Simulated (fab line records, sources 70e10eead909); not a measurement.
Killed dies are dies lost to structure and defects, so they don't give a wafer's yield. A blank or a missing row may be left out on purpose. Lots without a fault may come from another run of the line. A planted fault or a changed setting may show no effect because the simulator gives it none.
Which tool did it? | flow nand_harc | 12 lots, 36 wafers sampled, at 6 steps of a route of 1302

WHAT THE GAUGES READ, wafer by wafer
NHARC_A_SGD_CUT_CD_MEAS_09: target cd 100 nm.
lot  | measured     | on        | cd_nm (nm)
L329 | day 19 20:27 | cd_sem-03 | 99.7 98.5 99.2
L331 | day 20 18:16 | cd_sem-02 | 100.4 100.2 100.6
L330 | day 20 18:38 | cd_sem-02 | 100.6 101.4 100.8
L332 | day 21 11:41 | cd_sem-02 | 99.5 99.0 99.4
L333 | day 21 11:51 | cd_sem-03 | 100.8 101.0 101.0
L334 | day 22 05:49 | cd_sem-03 | 100.0 99.8 99.8
L336 | day 23 12:07 | cd_sem-03 | 99.3 99.2 99.7
L343 | day 25 17:09 | cd_sem-02 | 98.8 98.8 98.8
L346 | day 27 09:01 | cd_sem-02 | 99.4 99.7 100.1
L347 | day 27 19:34 | cd_sem-03 | 100.3 100.0 100.4
L348 | day 28 22:30 | cd_sem-03 | 100.6 100.5 100.7
L349 | day 29 02:04 | cd_sem-03 | 100.3 100.4 100.1

NHARC_A_SGD_CUT_INSPECT_25.
lot  | measured     | on                | raw_defect_count
L329 | day 20 03:20 | defect_inspect-01 | 425 238 283
L331 | day 21 01:05 | defect_inspect-02 | 445 346 372
L330 | day 21 01:04 | defect_inspect-01 | 477 364 432
L332 | day 21 19:52 | defect_inspect-01 | 424 340 616
L333 | day 21 19:52 | defect_inspect-02 | 474 287 322
L334 | day 22 12:31 | defect_inspect-01 | 852 892 784
L336 | day 23 18:56 | defect_inspect-01 | 645 654 673
L343 | day 26 00:03 | defect_inspect-01 | 390 331 381
L346 | day 27 15:41 | defect_inspect-01 | 479 379 508
L347 | day 28 02:15 | defect_inspect-02 | 250 301 219
L348 | day 29 05:10 | defect_inspect-02 | 320 343 410
L349 | day 29 09:07 | defect_inspect-02 | 400 451 350

NHARC_END_SORT_01.
lot  | measured     | on        | killed_at_array | killed_at_other | killed_at_periphery | killed_dies | killed_open | killed_short
L334 | day 27 12:47 | prober-01 | 278 283 265     | 2 0 1           | 0 2 0               | 280 285 266 | 2 3 2       | 0 6 2
L336 | day 28 11:38 | prober-02 | 295 297 274     | 0 1 0           | 0 3 1               | 295 301 275 | 4 5 3       | 1 3 1

WHICH TOOL RAN EACH LOT (tool, then ch and the chambers of the sampled wafers, then the start)
lot  | NHARC_A_SGD_CUT_CMP_21        | NHARC_A_SGD_CUT_STRIP_28                      | NHARC_A_SLIT_DEP_00
L329 | cmp-04 ch 0,2, day 20 02:38   | rie_diel-10 ch 0,2, day 20 03:20 or earlier   | acl_dep-03 ch 0, day 20 04:22
L331 | cmp-02 ch 0,1,3, day 21 00:20 | rie_diel-11 ch 0,1,3, day 21 01:05 or earlier | acl_dep-01 ch 0, day 21 05:31
L330 | cmp-04 ch 2,3, day 21 00:22   | rie_diel-10 ch 0,3, day 21 01:04 or earlier   | acl_dep-02 ch 0, day 21 02:09
L332 | cmp-01 ch 0,1,2, day 21 19:11 | rie_diel-05 ch 0,2,3, day 21 19:52 or earlier | acl_dep-01 ch 0, day 22 01:52
L333 | cmp-02 ch 0,1,2, day 21 19:08 | rie_diel-10 ch 0,2,3, day 21 19:52 or earlier | acl_dep-02 ch 0, day 21 22:02
L334 | cmp-02 ch 0,1,2, day 22 11:46 | rie_diel-05 ch 2,3, day 22 12:31 or earlier   | acl_dep-01 ch 0, day 22 14:10
L336 | cmp-02 ch 0,2, day 23 18:14   | rie_diel-10 ch 0,1,2, day 23 18:56 or earlier | acl_dep-02 ch 0, day 23 19:57
L343 | cmp-02 ch 1,2,3, day 25 23:21 | rie_diel-11 ch 1,2,3, day 26 00:03 or earlier | acl_dep-01 ch 0, day 26 03:19
L346 | cmp-02 ch 0,2,3, day 27 15:01 | rie_diel-10 ch 1,3, day 27 15:41 or earlier   | acl_dep-01 ch 0, day 27 19:33
L347 | cmp-01 ch 0,1,3, day 28 01:33 | rie_diel-11 ch 0,1,2, day 28 02:15 or earlier | acl_dep-01 ch 0, day 28 06:07
L348 | cmp-04 ch 0,1,3, day 29 04:31 | rie_diel-10 ch 1,2, day 29 05:10 or earlier   | acl_dep-02 ch 0, day 29 06:50
L349 | cmp-01 ch 0,1,2, day 29 08:24 | rie_diel-05 ch 0,3, day 29 09:07 or earlier   | acl_dep-02 ch 0, day 29 10:45
- NHARC_A_SGD_CUT_CMP_21: polishes, target thk 148.19 nm.
- NHARC_A_SGD_CUT_STRIP_28: strips in O2, time 20 s.
- NHARC_A_SLIT_DEP_00: deposits aC, target thk 6200 nm.

WHAT THE TOOLS THEMSELVES READ (means of the sampled wafers that have a number; where no wafer has one, the mark that the record gives instead)
NHARC_A_SGD_CUT_CMP_21.
lot  | tool   | motor_current_A (A) | slurry_filter_dp_kPa (kPa) | time_to_endpoint_s (s)
L329 | cmp-04 | 10.0                | 13.57                      | 55
L331 | cmp-02 | 11.4                | 13.45                      | 52
L330 | cmp-04 | 11.0                | 13.58                      | 50
L332 | cmp-01 | 12.1                | 13.53                      | 52
L333 | cmp-02 | 11.4                | 13.46                      | 53
L334 | cmp-02 | 11.9                | 13.68                      | 51
L336 | cmp-02 | 11.8                | 13.56                      | 51
L343 | cmp-02 | 12.2                | 13.69                      | 52
L346 | cmp-02 | 12.8                | 13.42                      | 52
L347 | cmp-01 | 11.4                | 13.45                      | 46
L348 | cmp-04 | 12.1                | 13.45                      | 47
L349 | cmp-01 | 11.6                | 13.49                      | 54

NHARC_A_SGD_CUT_STRIP_28.
lot  | tool        | drypump_motor_current_A (A) | mfc_ar_sccm (sccm) | o2_flow_sccm (sccm) | oes_product_au (a.u.) | rf_vpp_V (V) | showerhead_plenum_p_Torr (Torr) | throttle_valve_pct (%)
L329 | rie_diel-10 | 5.23                        | 0.018              | 500.4               | 0.993                 | 57.5         | 3.42                            | 17.034
L331 | rie_diel-11 | 5.83                        | 0.007              | 499.8               | 1.005                 | 58.7         | 3.64                            | 17.044
L330 | rie_diel-10 | 5.47                        | 0.008              | 499.9               | 0.986                 | 56.7         | 3.48                            | 17.035
L332 | rie_diel-05 | 5.57                        | 0.006              | 499.7               | 1.004                 | 56.8         | 3.41                            | 17.044
L333 | rie_diel-10 | 5.43                        | 0.015              | 500.5               | 0.995                 | 57.6         | 3.46                            | 17.033
L334 | rie_diel-05 | 5.59                        | 0.006              | 500.0               | 1.007                 | 57.5         | 3.40                            | 17.032
L336 | rie_diel-10 | 5.40                        | 0.013              | 501.1               | 1.007                 | 57.5         | 3.54                            | 17.036
L343 | rie_diel-11 | 5.74                        | 0.007              | 500.4               | 1.001                 | 58.7         | 3.68                            | 17.032
L346 | rie_diel-10 | 5.62                        | 0.002              | 498.2               | 1.000                 | 57.6         | 3.69                            | 17.042
L347 | rie_diel-11 | 5.58                        | 0.007              | 499.4               | 0.998                 | 58.5         | 3.63                            | 17.039
L348 | rie_diel-10 | 5.55                        | 0.018              | 500.2               | 1.009                 | 57.3         | 3.56                            | 17.030
L349 | rie_diel-05 | 5.50                        | 0.009              | 499.0               | 1.007                 | 58.3         | 3.44                            | 17.043

NHARC_A_SLIT_DEP_00.
lot  | tool       | throttle_valve_pct (%)
L329 | acl_dep-03 | 34.998
L331 | acl_dep-01 | 35.001
L330 | acl_dep-02 | 35.007
L332 | acl_dep-01 | 35.002
L333 | acl_dep-02 | 35.000
L334 | acl_dep-01 | 35.006
L336 | acl_dep-02 | 35.009
L343 | acl_dep-01 | 34.991
L346 | acl_dep-01 | 34.999
L347 | acl_dep-01 | 35.006
L348 | acl_dep-02 | 34.999
L349 | acl_dep-02 | 34.999

THE ANSWER, worked out from the rows above alone
Rule: what is usual is taken from the lots themselves. Put in order of their means at a reading, lots are off if they are a third of the lots or fewer, leave a main group of 4 or more, and stand apart from it by a gap of 3 or more times the standard deviation of the main group's means; of several such gaps the widest counts. A main group whose means are all the same, to the digits that the tables above print for the reading, isn't used. A lot without any number at a reading at which 4 lots or more have one is off too. The other lots that the step has rows for count as sound. The gauges are gone through in route order, then the tools' own readings, and for those a lot's mean is taken as printed above. The first step at which some lot is off is used, and at that step the reading that is off furthest; a lot without a number counts as furthest.
Off: L334, L336, at NHARC_A_SGD_CUT_INSPECT_25 (raw_defect_count). The main group: mean 379, standard deviation 59.
A tool fits if, at a process step before that reading, it ran every lot that is off, and no sound lot after the first of them. The gauges at NHARC_A_SGD_CUT_INSPECT_25 are tried like those tools. NHARC_A_SGD_CUT_STRIP_28 gives no start for some lots, so the hours and the order of its lots are those of NHARC_A_SGD_CUT_INSPECT_25. None of those tried fits.

WHAT THE SIMULATOR HAD PUT IN
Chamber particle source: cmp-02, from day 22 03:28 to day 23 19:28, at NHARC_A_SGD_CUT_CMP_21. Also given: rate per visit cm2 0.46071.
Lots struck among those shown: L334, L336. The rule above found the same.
